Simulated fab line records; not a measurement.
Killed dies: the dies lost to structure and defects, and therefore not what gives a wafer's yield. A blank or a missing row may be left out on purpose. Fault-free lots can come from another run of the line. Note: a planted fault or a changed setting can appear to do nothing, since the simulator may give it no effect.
fab line records	flow n5Finfet
record: lots: 11	wafers: 29	lastDay: 18
route steps=1938 shown BEOL_M11@1577 PASSIVATION@1936
lots that met no fault: from a run of the same line without faults
startH: start of the lot's first displayed wafer, in hours after the record's first day	waitH: hours from the lot's prior step to this one	" as in the row above	L1.1+2: a single row standing in for several wafers	- no value present, or no start provided	* or withheld: withheld	< > ~ a bound
route shown NAME@n: a module of which the file shows steps, and the number in the route of the first	usual: mean/standard deviation of fault-free wafers	same: alike in all rows	chamber/n: place in a boat	sites: per-site readings	_std_site: the values' standard deviation	_edge_site: outer sites' mean less inner sites'	radiusMm: how far each site lies from the wafer's centre	mask NAME#n: copy n	behind: the tool/chamber that last shaped the wafer	hold: what put the lot on hold/how long, in hours/how the hold closed	device: transistor that didn't switch, given as n, p or np	end of line: the route-end tests of the same wafers	a step with no rows: only its recipe	killed: dies that structure and defects cost at the first sort, which is not the same as the wafer's yield	map: per-die view of a wafer (x killed, . not killed, _ where there is no die)
set.NAME: setting as actually run; set.NAME@STEP: the setting as run at that earlier step	model.NAME: the simulator's own value behind a step, which no gauge read
one table for each step of the route and one row for each wafer, over a sample of lots
services: a tool's chamber out of use, with start hour (startH, from the record's first day; less than 0 if before it), hours out, and reason
== steps ==
step: N5_BEOL_M11_STRIP_36
recipe: chemistry: N2/H2	powerW: 450	tempC: 40	pressureMtorr: 20	rfFrequencyHz: 6e+07	overashFraction: 0.3	biasPowerW: 7	h2Frac: 0.5	n2FlowSccm: 200	h2FlowSccm: 200
usual: drypumpMotorCurrentA: 5.8/0.43	n2FlowSccm: 200.0/0.61	oesProductAu: 0.81/0.099	rfVppV: 59.4/2	showerheadPlenumPTorr: 2.55/0.096	tempC: 39.99/0.1	throttleValvePct: 23.7/0.32
lot.wafer	tool	chamber	startH	waitH	drypumpMotorCurrentA	n2FlowSccm	oesProductAu	rfHoursCounterH	rfVppV	showerheadPlenumPTorr	tempC	throttleValvePct
L151.1	rieDiel-06	0	234.86	0.0	5.5	200.3	1.01	1	60.3	2.70	40.08	23.6
L151.4	"	1	"	"	6.2	200.2	0.74	-	58.7	2.64	40.16	24.1
L151.6	"	0	"	"	5.4	200.2	0.99	-	60.4	2.70	39.99	23.6
L153.3	rieDiel-05	0	235.12	0.0	5.4	200.2	0.72	163	60.1	2.43	39.88	23.9
L153.4	"	3	"	"	5.9	199.2	0.75	169	59.0	2.64	39.78	24.1
L153.6	"	2	"	"	5.4	200.0	0.88	-	56.3	2.60	40.15	24.0
L152.1	rieDiel-01	0	253.45	0.0	6.7	199.7	0.71	233	59.7	2.52	39.94	23.7
L152.2	"	3	"	"	5.9	201.0	0.92	18	58.5	2.49	40.08	23.4
L156.4	rieDiel-01	2	260.19	0.0	6.0	199.2	0.72	173	56.2	2.43	39.95	23.4
L156.5	"	3	"	"	5.9	200.7	0.93	-	64.0	2.49	40.01	23.4
L159.1	rieDiel-06	3	280.90	0.0	5.9	199.6	0.85	65	59.5	2.47	39.78	23.5
L159.2	"	1	"	"	6.2	200.2	0.73	190	63.7	2.63	39.98	24.1
L159.3	"	2	"	"	5.7	199.7	0.95	8	57.6	2.72	40.06	24.3
L160.2	rieDiel-01	0	280.98	0.0	6.7	200.0	0.72	240	60.1	2.51	40.20	23.6
L160.4	"	1	"	"	4.9	201.0	0.68	231	60.2	2.61	40.05	23.8
L160.5	"	1	"	"	4.9	201.6	0.68	-	61.5	2.61	39.97	23.8
L158.1	rieDiel-05	1	286.06	0.0	6.2	200.3	0.90	28	58.0	2.60	39.87	23.2
L158.3	"	0	"	"	5.4	200.0	0.71	176	62.5	2.43	39.77	23.9
L168.2	rieDiel-05	0	338.62	0.0	5.4	199.5	0.70	192	57.9	2.42	39.93	23.9
L168.4	"	3	"	"	5.9	199.9	0.73	197	59.5	2.62	40.07	24.2
L172.1	rieDiel-01	3	363.84	0.0	5.8	199.2	0.86	56	58.6	2.47	39.80	23.5
L172.2	"	2	"	"	6.0	199.9	0.68	210	58.4	2.42	39.91	23.5
L172.3	"	1	"	"	4.9	200.1	0.96	2	59.6	2.60	39.99	23.5
L173.1	rieDiel-05	1	379.98	0.0	6.3	200.5	0.87	60	58.5	2.59	40.02	23.2
L173.3	"	2	"	"	5.5	200.2	0.82	69	57.6	2.58	39.85	24.1
L173.4	"	3	"	"	5.9	199.7	0.72	211	56.7	2.62	39.92	24.2
L174.2	rieDiel-06	2	388.89	0.0	5.8	199.6	0.89	37	61.9	2.71	39.94	24.3
L174.4	"	1	"	"	6.2	199.9	0.71	219	60.5	2.62	39.88	24.1
L174.6	"	0	"	"	5.5	199.9	0.86	-	61.8	2.68	39.93	23.7
step: N5_BEOL_M11_STRIP_77
recipe: chemistry: N2/H2	timeS: 10	powerW: 450	tempC: 40	pressureMtorr: 20	rfFrequencyHz: 6e+07	biasPowerW: 7	n2FlowSccm: 200	h2FlowSccm: 200
usual: drypumpMotorCurrentA: 5.8/0.43	n2FlowSccm: 199.9/0.62	oesProductAu: 0.81/0.099	rfVppV: 59.2/0.91	showerheadPlenumPTorr: 2.55/0.096	tempC: 39.98/0.11	throttleValvePct: 23.7/0.32
lot.wafer	tool	chamber	startH	waitH	drypumpMotorCurrentA	n2FlowSccm	oesProductAu	rfHoursCounterH	rfVppV	showerheadPlenumPTorr	tempC	throttleValvePct
L151.1	rieDiel-06	0	-	-	5.5	200.9	0.99	1	59.9	2.70	40.08	23.6
L151.4	"	1	"	"	6.2	199.5	0.74	-	58.3	2.64	39.83	24.1
L151.6	"	0	"	"	5.5	198.6	1.00	-	60.6	2.70	40.01	23.6
L153.3	rieDiel-05	0	-	-	5.4	200.3	0.72	163	58.9	2.43	40.19	23.9
L153.4	"	3	"	"	5.9	199.7	0.75	169	58.9	2.64	39.95	24.1
L153.6	"	2	"	"	5.5	200.5	0.88	-	59.7	2.60	40.00	24.0
L152.1	rieDiel-01	0	-	-	6.7	200.4	0.71	233	59.1	2.52	40.05	23.6
L152.2	"	3	"	"	5.9	200.4	0.92	18	58.8	2.49	40.14	23.5
L156.4	rieDiel-01	2	-	-	6.0	199.2	0.72	173	60.1	2.43	40.05	23.4
L156.5	"	3	"	"	5.9	199.9	0.90	-	59.3	2.49	40.06	23.4
L159.1	rieDiel-06	3	-	-	5.9	199.9	0.85	65	58.2	2.47	40.18	23.5
L159.2	"	1	"	"	6.2	198.7	0.72	190	59.8	2.63	39.84	24.1
L159.3	"	2	"	"	5.8	200.2	0.95	8	59.6	2.72	39.84	24.2
L160.2	rieDiel-01	0	-	-	6.7	200.7	0.71	240	59.0	2.51	40.07	23.6
L160.4	"	1	"	"	5.0	200.1	0.68	231	58.7	2.61	39.77	23.7
L160.5	"	1	"	"	4.9	199.9	0.68	-	62.4	2.61	39.87	23.7
L158.1	rieDiel-05	1	-	-	6.2	200.4	0.91	29	58.6	2.60	39.91	23.2
L158.3	"	0	"	"	5.4	199.6	0.71	176	57.1	2.43	40.03	23.9
L168.2	rieDiel-05	0	-	-	5.4	200.2	0.70	192	58.1	2.42	39.86	23.9
L168.4	"	3	"	"	5.9	200.8	0.72	197	59.8	2.62	39.88	24.2
L172.1	rieDiel-01	3	-	-	5.9	200.2	0.84	56	58.5	2.47	39.93	23.5
L172.2	"	2	"	"	6.0	199.9	0.69	210	59.8	2.42	40.11	23.5
L172.3	"	1	"	"	4.9	199.8	0.96	2	58.3	2.60	40.10	23.5
L173.1	rieDiel-05	1	-	-	6.3	199.8	0.85	60	59.1	2.59	39.97	23.2
L173.3	"	2	"	"	5.4	200.2	0.81	69	58.4	2.58	39.97	24.1
L173.4	"	3	"	"	5.9	200.1	0.71	211	58.6	2.62	40.08	24.2
L174.2	rieDiel-06	2	-	-	5.8	199.8	0.88	37	60.9	2.71	39.92	24.3
L174.4	"	1	"	"	6.2	200.0	0.71	219	60.4	2.62	39.87	24.1
L174.6	"	0	"	"	5.5	200.9	0.87	-	59.5	2.68	39.89	23.7
step: N5_BEOL_M11_OCD_MEAS_38
usual: trenchDepthNm: 148/3.2
lot.wafer	tool	chamber	startH	waitH	trenchDepthNm
L151.1	ocd-02	-	235.09	-	152
L151.4	"	-	"	"	152
L151.6	"	-	"	"	152
L153.3	ocd-01	-	235.35	-	146
L153.4	"	-	"	"	147
L153.6	"	-	"	"	144
L152.1	ocd-02	-	253.68	-	147
L152.2	"	-	"	"	151
L156.4	ocd-01	-	260.42	-	144
L156.5	"	-	"	"	151
L159.1	ocd-02	-	281.12	-	148
L159.2	"	-	"	"	150
L159.3	"	-	"	"	154
L160.2	ocd-02	-	281.21	-	151
L160.4	"	-	"	"	148
L160.5	"	-	"	"	149
L158.1	ocd-01	-	286.28	-	150
L158.3	"	-	"	"	147
L168.2	ocd-01	-	338.84	-	146
L168.4	"	-	"	"	146
L172.1	ocd-01	-	364.06	-	153
L172.2	"	-	"	"	145
L172.3	"	-	"	"	149
L173.1	ocd-02	-	380.21	-	146
L173.3	"	-	"	"	145
L173.4	"	-	"	"	144
L174.2	ocd-02	-	389.11	-	155
L174.4	"	-	"	"	150
L174.6	"	-	"	"	150
step: N5_BEOL_M11_DEGAS_44
recipe: ambient: vacuum	tempC: 250	timeS: 60
usual: heaterPowerW: 332/43	susceptorTempC: 249.99/0.2
lot.wafer	tool	chamber	startH	waitH	heaterPowerW	susceptorTempC
L151.1	pvdSputter-01	-	235.89	0.4	418	250.00
L151.4	"	-	"	"	326	250.07
L151.6	"	-	"	"	313	249.76
L153.3	pvdSputter-03	-	236.10	0.2	272	250.18
L153.4	"	-	"	"	342	250.40
L153.6	"	-	"	"	345	250.14
L152.1	pvdSputter-03	-	254.30	0.4	286	250.38
L152.2	"	-	"	"	277	250.11
L156.4	pvdSputter-03	-	261.48	0.5	358	249.62
L156.5	"	-	"	"	329	250.13
L159.1	pvdSputter-03	-	281.94	0.6	286	249.91
L159.2	"	-	"	"	349	249.60
L159.3	"	-	"	"	343	254.33
L160.2	pvdSputter-01	-	282.63	0.8	318	250.23
L160.4	"	-	"	"	330	250.41
L160.5	"	-	"	"	327	249.99
L158.1	pvdSputter-02	-	286.89	0.4	360	249.79
L158.3	"	-	"	"	321	250.04
L168.2	pvdSputter-01	-	340.10	1.0	386	249.76
L168.4	"	-	"	"	312	249.99
L172.1	pvdSputter-01	-	364.63	0.3	313	250.21
L172.2	"	-	"	"	332	249.97
L172.3	"	-	"	"	378	249.84
L173.1	pvdSputter-03	-	381.00	0.5	273	249.99
L173.3	"	-	"	"	354	249.94
L173.4	"	-	"	"	350	249.93
L174.2	pvdSputter-03	-	389.77	0.4	282	249.99
L174.4	"	-	"	"	352	250.01
L174.6	"	-	"	"	350	250.16
step: N5_PASSIVATION_PROBE_49
usual: defectLimitedYield: 91.4/1.4	killed_at_M0_to_M3: 32/10	killed_at_M4_up: 13/5.6	killedAtContacts: 13/6.6	killedAtFrontEnd: 39/13	killedAtOther: 3.4/2.8	killedDies: 101/17	killedOnRim: 14/4.5	killedOpen: 66/13	killedShort: 33/7	sort_bin_5_function: 5.0/0.93	sort_bin_6_memory: 3.2/0.65	sort_bin_8_speed: 0.01/0.16	sortNPass: 1078/17	sortYieldPct: 91.4/1.4
same: grossDies: 1180	killedAtBackSide: 0	sort_bin_4_leakage[%]: 0
lot.wafer	tool	chamber	startH	waitH	defectLimitedYield[%]	killed_at_M0_to_M3	killed_at_M4_up	killedAtContacts	killedAtFrontEnd	killedAtOther	killedDies	killedOnRim	killedOpen	killedShort	sort_bin_5_function[%]	sort_bin_6_memory[%]	sort_bin_8_speed[%]	sortNPass	sortYieldPct[%]
L151.1	prober-01	-	273.29	0.0	91.1	33	16	13	41	2	105	13	77	28	5.8	2.9	1.86	1053	89.2
L151.4	prober-01	-	273.44	0.2	90.2	29	19	21	42	5	116	15	78	38	6.6	2.8	0	1064	90.2
L151.6	prober-01	-	273.54	0.3	91.4	12	14	21	53	1	101	13	59	37	5.1	2.9	0	1079	91.4
L153.3	prober-01	-	276.83	0.1	90.3	34	7	35	33	5	114	12	71	43	5.7	3.7	0	1066	90.3
L153.4	prober-01	-	276.88	0.2	91.3	38	15	14	32	4	103	16	62	39	5.6	2.8	0	1077	91.3
L153.6	prober-01	-	276.98	0.3	90.5	47	14	17	32	2	112	24	69	40	5.8	3.3	0	1068	90.5
L152.1	prober-01	-	293.31	0.0	93.6	26	11	5	32	1	75	6	53	22	3.8	2.3	0	1105	93.6
L152.2	prober-01	-	293.36	0.1	90.2	32	10	15	55	4	116	18	73	43	6.3	3.1	0	1064	90.2
L156.4	prober-01	-	305.95	0.2	91.1	19	13	24	38	11	105	13	66	38	5.3	3.4	0	1075	91.1
L156.5	prober-01	-	306.00	0.2	91.7	18	14	15	49	2	98	18	61	28	5.3	2.3	0	1082	91.7
L159.1	prober-02	-	323.01	0.0	91.4	24	11	14	51	2	102	11	73	22	4.2	3.7	0	1078	91.4
L159.2	prober-02	-	323.06	0.1	90.0	37	9	16	55	1	118	18	68	48	5.7	3.7	0	1062	90.0
L159.3	prober-02	-	323.11	0.1	91.1	31	13	21	38	2	105	12	69	35	5.6	2.8	0	1075	91.1
L160.2	prober-02	-	328.88	0.1	94.8	20	4	9	28	0	61	11	44	17	3.7	1.4	0	1119	94.8
L160.4	prober-02	-	328.98	0.2	92.5	19	4	13	51	1	88	11	60	28	4.7	2.6	0	1092	92.5
L160.5	prober-02	-	329.03	0.2	92.9	17	14	17	36	0	84	18	57	24	4.3	2.3	0	1096	92.9
L158.1	prober-01	-	334.95	0.0	90.0	48	10	10	47	3	118	17	80	36	5.9	3.8	0	1062	90.0
L158.3	prober-01	-	335.05	0.1	88.8	45	20	5	57	5	132	24	91	37	6.2	4.2	0	1048	88.8
L168.2	prober-02	-	383.14	0.1	90.0	50	19	21	24	4	118	14	74	42	5.6	3.9	0	1062	90.0
L168.4	prober-02	-	383.24	0.2	91.6	43	12	11	28	5	99	14	56	38	5.1	2.5	0	1081	91.6
L172.1	prober-01	-	408.39	0.0	89.7	37	6	14	59	6	122	20	80	33	6.2	3.1	0	1058	89.7
L172.2	prober-01	-	408.44	0.1	89.2	31	13	10	63	10	127	14	85	40	5.9	4.4	0	1053	89.2
L172.3	prober-01	-	408.49	0.1	88.2	37	14	12	72	4	139	20	102	36	7.0	4.5	0	1041	88.2
L173.1	prober-02	-	419.08	0.0	91.7	36	17	13	32	0	98	6	67	30	4.9	3.1	0	1082	91.7
L173.3	prober-02	-	419.18	0.1	90.0	41	10	13	54	0	118	17	71	41	5.5	3.8	0	1062	90.0
L173.4	prober-02	-	419.23	0.2	89.8	48	11	20	40	1	120	24	84	36	5.8	4.1	0	1060	89.8
L174.2	prober-01	-	432.40	0.1	92.4	30	17	18	22	3	90	10	56	33	4.3	3.1	0	1090	92.4
L174.4	prober-01	-	432.50	0.2	92.4	18	20	19	28	5	90	14	55	28	4.7	2.3	0	1090	92.4
L174.6	prober-01	-	432.60	0.3	91.9	25	11	15	31	13	95	12	69	25	4.7	3.1	0	1085	91.9
killed by level:class
L151.1 MOL_CONTACT_COAG:geometricParticle:open=12 BEOL_M2:geometricParticle:open=9 FIN_SAQP:geometricParticle:open=8 STI_FIN_REVEAL:geometricParticle:open=8 BEOL_M1:geometricParticle:open=8 FIN_SAQP:geometricParticle:short=7 DUMMY_GATE:geometricParticle:open=7 BEOL_M4:geometricParticle:open=6
L151.4 MOL_CONTACT_COAG:geometricParticle:open=15 STI_FIN_REVEAL:geometricParticle:open=15 BEOL_M4:geometricParticle:open=11 BEOL_M0_SAQP:geometricParticle:short=8 BEOL_M1:geometricParticle:open=7 MOL_CONTACT_COAG:geometricParticle:short=6 BEOL_M4:geometricParticle:short=6 FIN_SAQP:geometricParticle:short=5
L151.6 MOL_CONTACT_COAG:geometricParticle:open=14 FIN_SAQP:geometricParticle:short=12 FIN_SAQP:geometricParticle:open=12 MOL_CONTACT_COAG:geometricParticle:short=7 BEOL_M4:geometricParticle:open=6 STI_FIN_REVEAL:geometricParticle:open=5 DUMMY_GATE:geometricParticle:open=5 BEOL_M1:geometricParticle:open=5
L153.3 MOL_CONTACT_COAG:geometricParticle:open=25 MOL_CONTACT_COAG:geometricParticle:short=10 BEOL_M1:geometricParticle:open=10 STI_FIN_REVEAL:geometricParticle:open=7 BEOL_M0_SAQP:geometricParticle:open=5 BEOL_M1:geometricParticle:short=5 FIN_SAQP:geometricParticle:open=4 DUMMY_GATE:geometricParticle:open=4
L153.4 BEOL_M0_SAQP:geometricParticle:open=9 MOL_CONTACT_COAG:geometricParticle:open=9 FIN_SAQP:geometricParticle:open=8 BEOL_M0_SAQP:geometricParticle:short=8 BEOL_M1:geometricParticle:short=7 BEOL_M1:geometricParticle:open=7 BEOL_M4:geometricParticle:open=7 FIN_SAQP:geometricParticle:short=6
L153.6 MOL_CONTACT_COAG:geometricParticle:open=15 BEOL_M0_SAQP:geometricParticle:open=12 BEOL_M0_SAQP:geometricParticle:short=11 BEOL_M1:geometricParticle:short=8 BEOL_M1:geometricParticle:open=7 FIN_SAQP:geometricParticle:open=5 FIN_SAQP:geometricParticle:short=5 STI_FIN_REVEAL:geometricParticle:open=4
L152.1 STI_FIN_REVEAL:geometricParticle:open=13 BEOL_M3:geometricParticle:open=11 FIN_SAQP:geometricParticle:short=5 BEOL_M1:geometricParticle:open=5 BEOL_M4:geometricParticle:open=5 FIN_SAQP:geometricParticle:open=4 MOL_CONTACT_COAG:geometricParticle:open=4 BEOL_M0:geometricParticle:short=3
L152.2 FIN_SAQP:geometricParticle:open=16 MOL_CONTACT_COAG:geometricParticle:open=13 FIN_SAQP:geometricParticle:short=9 GATE_CUT:geometricParticle:short=8 BEOL_M3:geometricParticle:open=8 BEOL_M0_SAQP:geometricParticle:short=7 BEOL_M0_SAQP:geometricParticle:open=7 STI_FIN_REVEAL:geometricParticle:open=4
L156.4 MOL_CONTACT_COAG:geometricParticle:open=20 FIN_SAQP:geometricParticle:short=12 FIN_SAQP:geometricParticle:open=8 BEOL_M5:geometricParticle:open=7 DUMMY_GATE:geometricParticle:open=6 BEOL_M0_SAQP:geometricParticle:short=6 MOL_CONTACT_COAG:geometricParticle:short=4 BEOL_M2:geometricParticle:open=4
L156.5 MOL_CONTACT_COAG:geometricParticle:open=11 FIN_SAQP:geometricParticle:open=9 GATE_CUT:geometricParticle:short=9 BEOL_M2:geometricParticle:open=7 DUMMY_GATE:geometricParticle:open=6 GATE_CUT:geometricParticle:open=6 HKMG_FIN:areaEtch=6 BEOL_M5:geometricParticle:open=4
L159.1 STI_FIN_REVEAL:geometricParticle:open=14 MOL_CONTACT_COAG:geometricParticle:open=13 FIN_SAQP:geometricParticle:short=9 FIN_SAQP:geometricParticle:open=8 BEOL_M1:geometricParticle:open=7 HKMG_FIN:areaEtch=6 BEOL_M2:geometricParticle:open=5 BEOL_M0_SAQP:geometricParticle:open=4
L159.2 FIN_SAQP:geometricParticle:short=20 BEOL_M3:geometricParticle:open=12 MOL_CONTACT_COAG:geometricParticle:open=10 BEOL_M2:geometricParticle:open=8 GATE_CUT:geometricParticle:short=6 MOL_CONTACT_COAG:geometricParticle:short=6 FIN_SAQP:geometricParticle:open=5 STI_FIN_REVEAL:geometricParticle:open=5
L159.3 MOL_CONTACT_COAG:geometricParticle:open=17 FIN_SAQP:geometricParticle:open=13 BEOL_M0_SAQP:geometricParticle:short=7 FIN_SAQP:geometricParticle:short=6 BEOL_M1:geometricParticle:open=6 BEOL_M0_SAQP:geometricParticle:open=5 STI_FIN_REVEAL:geometricParticle:open=4 MOL_CONTACT_COAG:geometricParticle:short=4
L160.2 MOL_CONTACT_COAG:geometricParticle:open=9 STI_FIN_REVEAL:geometricParticle:open=7 GATE_CUT:geometricParticle:open=5 DUMMY_GATE:geometricParticle:open=4 BEOL_M1:geometricParticle:open=4 GATE_CUT:geometricParticle:short=3 BEOL_M3:geometricParticle:open=3 STARTING-WAFER:geometricParticle:short=3
L160.4 FIN_SAQP:geometricParticle:open=14 STI_FIN_REVEAL:geometricParticle:open=13 MOL_CONTACT_COAG:geometricParticle:open=11 BEOL_M0_SAQP:geometricParticle:short=8 BEOL_M0_SAQP:geometricParticle:open=7 STI_FIN_REVEAL:geometricParticle:short=4 DUMMY_GATE:geometricParticle:short=4 DUMMY_GATE:geometricParticle:open=4
L160.5 MOL_CONTACT_COAG:geometricParticle:open=14 FIN_SAQP:geometricParticle:short=6 BEOL_M0_SAQP:geometricParticle:open=6 BEOL_M0_SAQP:geometricParticle:short=6 STI_FIN_REVEAL:geometricParticle:open=5 DUMMY_GATE:geometricParticle:open=4 BEOL_M4:geometricParticle:open=4 BEOL_M7:geometricParticle:open=4
L158.1 BEOL_M2:geometricParticle:open=13 MOL_CONTACT_COAG:geometricParticle:open=10 FIN_SAQP:geometricParticle:open=9 FIN_SAQP:geometricParticle:short=8 BEOL_M0_SAQP:geometricParticle:open=8 BEOL_M3:geometricParticle:open=7 DUMMY_GATE:geometricParticle:open=6 BEOL_M0_SAQP:geometricParticle:short=6
L158.3 BEOL_M2:geometricParticle:open=17 BEOL_M3:geometricParticle:open=11 BEOL_M4:geometricParticle:open=11 FIN_SAQP:geometricParticle:open=10 GATE_CUT:geometricParticle:short=9 FIN_SAQP:geometricParticle:short=6 DUMMY_GATE:geometricParticle:open=6 GATE_CUT:geometricParticle:open=6
L168.2 MOL_CONTACT_COAG:geometricParticle:open=15 BEOL_M0_SAQP:geometricParticle:short=12 FIN_SAQP:geometricParticle:open=10 BEOL_M2:geometricParticle:open=10 BEOL_M1:geometricParticle:open=10 MOL_CONTACT_COAG:geometricParticle:short=6 BEOL_M0_SAQP:geometricParticle:open=6 GATE_CUT:geometricParticle:short=4
L168.4 BEOL_M0_SAQP:geometricParticle:open=9 BEOL_M0_SAQP:geometricParticle:short=8 BEOL_M3:geometricParticle:open=7 FIN_SAQP:geometricParticle:open=6 MOL_CONTACT_COAG:geometricParticle:open=6 BEOL_M1:geometricParticle:open=6 MOL_CONTACT_COAG:geometricParticle:short=5 BEOL_M1:geometricParticle:short=5
L172.1 FIN_SAQP:geometricParticle:open=16 STI_FIN_REVEAL:geometricParticle:open=14 BEOL_M1:geometricParticle:open=12 MOL_CONTACT_COAG:geometricParticle:open=11 HKMG_FIN:areaEtch=8 FIN_SAQP:geometricParticle:short=7 BEOL_M3:geometricParticle:open=7 STI_FIN_REVEAL:geometricParticle:short=4
L172.2 FIN_SAQP:geometricParticle:open=16 STI_FIN_REVEAL:geometricParticle:open=12 BEOL_M3:geometricParticle:open=12 FIN_SAQP:geometricParticle:short=10 MOL_CONTACT_COAG:geometricParticle:open=8 GATE_CUT:geometricParticle:short=6 BEOL_M0:geometricParticle:open=5 BEOL_M1:geometricParticle:open=5
L172.3 FIN_SAQP:geometricParticle:open=24 STI_FIN_REVEAL:geometricParticle:open=16 BEOL_M1:geometricParticle:open=13 FIN_SAQP:geometricParticle:short=11 MOL_CONTACT_COAG:geometricParticle:open=11 BEOL_M4:geometricParticle:open=7 STI_FIN_REVEAL:geometricParticle:short=6 GATE_CUT:geometricParticle:short=6
L173.1 STI_FIN_REVEAL:geometricParticle:open=12 MOL_CONTACT_COAG:geometricParticle:open=12 FIN_SAQP:geometricParticle:open=9 BEOL_M3:geometricParticle:open=8 BEOL_M0_SAQP:geometricParticle:open=6 BEOL_M0_SAQP:geometricParticle:short=6 BEOL_M1:geometricParticle:short=6 BEOL_M1:geometricParticle:open=4
L173.3 STI_FIN_REVEAL:geometricParticle:open=14 BEOL_M0_SAQP:geometricParticle:short=11 FIN_SAQP:geometricParticle:open=9 MOL_CONTACT_COAG:geometricParticle:open=9 FIN_SAQP:geometricParticle:short=8 BEOL_M0_SAQP:geometricParticle:open=8 BEOL_M1:geometricParticle:open=8 BEOL_M3:geometricParticle:open=6
L173.4 MOL_CONTACT_COAG:geometricParticle:open=16 STI_FIN_REVEAL:geometricParticle:open=15 FIN_SAQP:geometricParticle:open=12 BEOL_M0_SAQP:geometricParticle:short=10 BEOL_M1:geometricParticle:open=9 BEOL_M0_SAQP:geometricParticle:open=9 BEOL_M1:geometricParticle:short=8 FIN_SAQP:geometricParticle:short=4
L174.2 MOL_CONTACT_COAG:geometricParticle:open=10 MOL_CONTACT_COAG:geometricParticle:short=8 BEOL_M0_SAQP:geometricParticle:open=8 BEOL_M4:geometricParticle:open=7 FIN_SAQP:geometricParticle:short=6 GATE_CUT:geometricParticle:short=5 BEOL_M3:geometricParticle:open=5 BEOL_M1:geometricParticle:open=4
L174.4 MOL_CONTACT_COAG:geometricParticle:open=14 BEOL_M4:geometricParticle:open=7 HKMG_FIN:areaEtch=6 MOL_CONTACT_COAG:geometricParticle:short=5 BEOL_M0_SAQP:geometricParticle:short=5 BEOL_M2:geometricParticle:open=5 FIN_SAQP:geometricParticle:short=4 FIN_SAQP:geometricParticle:open=4
L174.6 MIM_TOP:geometricParticle:open=8 MOL_CONTACT_COAG:geometricParticle:open=8 MOL_CONTACT_COAG:geometricParticle:short=7 FIN_SAQP:geometricParticle:open=6 DUMMY_GATE:geometricParticle:open=6 BEOL_M2:geometricParticle:open=6 STI_FIN_REVEAL:geometricParticle:open=5 BEOL_M0_SAQP:geometricParticle:open=4
== services ==
tool	chamber	startH	hours	kind
rieDiel-06	0	213.94	-	clean
rieDiel-06	0	213.94	-	consumableReplace:focusRing
rieDiel-06	0	213.94	-	consumableReplace:showerhead
rieDiel-06	0	213.94	17.7	scheduledDown
rieDiel-06	0	213.94	17.7	ventCycle
rieDiel-06	2	231.70	-	clean
rieDiel-06	2	231.70	-	consumableReplace:focusRing
rieDiel-06	2	231.70	-	consumableReplace:showerhead
rieDiel-05	0	247.47	3.2	repair
rieDiel-05	3	249.30	7.6	repair
rieDiel-01	-	296.55	2.8	pm
rieDiel-01	0	329.32	-	clean
rieDiel-01	0	329.32	-	consumableReplace:focusRing
rieDiel-01	0	329.32	14.9	scheduledDown
rieDiel-01	0	329.32	14.9	ventCycle
rieDiel-05	-	337.19	0.3	repair
rieDiel-01	1	344.20	-	clean
rieDiel-01	1	344.20	-	consumableReplace:focusRing
rieDiel-01	1	344.20	14.5	scheduledDown
rieDiel-01	1	344.20	14.5	ventCycle
rieDiel-06	-	348.21	15.6	pm
rieDiel-06	0	369.66	5.8	repair
rieDiel-05	0	372.63	4.3	repair
rieDiel-05	-	383.21	2.8	pm
== key ==
firstSign: step: N5_BEOL_M11_DEGAS_44	reading: susceptorTempC	direction: up	sigmas: 22	usual: *	struck: *
effect none on later readings
metAt N5_BEOL_M11_DEGAS_44
struckLots L159
struckWafers L159.3
notActingAt N5_BEOL_M11_STRIP_36,N5_BEOL_M11_STRIP_77,N5_BEOL_M11_OCD_MEAS_38
onsetBetween 261.48 281.94
fault: kind: processParameterDrift	tool: pvdSputter-03	chamber: -	onsetH: 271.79	steps: N5_BEOL_M11_DEGAS_44	channel: tempC	offset: *	shape: step	endH: 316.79	actsIn: *	stated: *	scope: struckWafersOnly
